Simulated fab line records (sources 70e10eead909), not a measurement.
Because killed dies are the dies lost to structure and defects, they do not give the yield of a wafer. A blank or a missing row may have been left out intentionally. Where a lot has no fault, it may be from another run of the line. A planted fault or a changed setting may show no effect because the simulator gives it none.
Matching of chambers	flow nand_harc	NHARC_P_GATE_DEP_103 on pecvd-01 has 3 sister chambers
The step deposits SiON, target thk 30 nm. 6 wafers are shown with their chamber, then 7 later ones without.

## WAFERS, EACH WITH ITS CHAMBER
wafer	chamber	heater_power_w (W)
L076.2	1	748
L079.1	2	594
L079.4	1	692
L079.6	0	816
L083.3	0	814
L083.5	2	677

## WAFERS MISSING THEIR CHAMBER
wafer	heater_power_w (W)
L083.6	658
L086.1	666
L086.4	661
L086.5	732
L090.2	675
L090.4	858
L090.5	674

## CHAMBER TAKEN BY EACH
wafer	from the rows above	in truth
L083.6	can't be placed: 2 or 1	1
L086.1	can't be placed: 2 or 1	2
L086.4	can't be placed: 2 or 1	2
L086.5	can't be placed: 1 or 0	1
L090.2	can't be placed: 2 or 1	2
L090.4	0	0
L090.5	can't be placed: 2 or 1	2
Correct placement for 1 of the 7. These rows do not allow placing 6 (true chamber among the candidates in 6). Placed wrongly: 0.
How it was worked out, from the rows above alone: a wafer's distance from a chamber is the root of the sum, over the readings, of the square of ((its reading less the chamber's mean) divided by the reading's scatter). The wafer belongs to the nearest chamber; if the next one is less than 2 further off, it can't be placed. The mean given for a chamber averages the wafers shown for that chamber. The scatter is the square root of a quotient: the sum, over the shown wafers, of each reading's squared deviation from its chamber's mean, divided by wafers minus chambers.
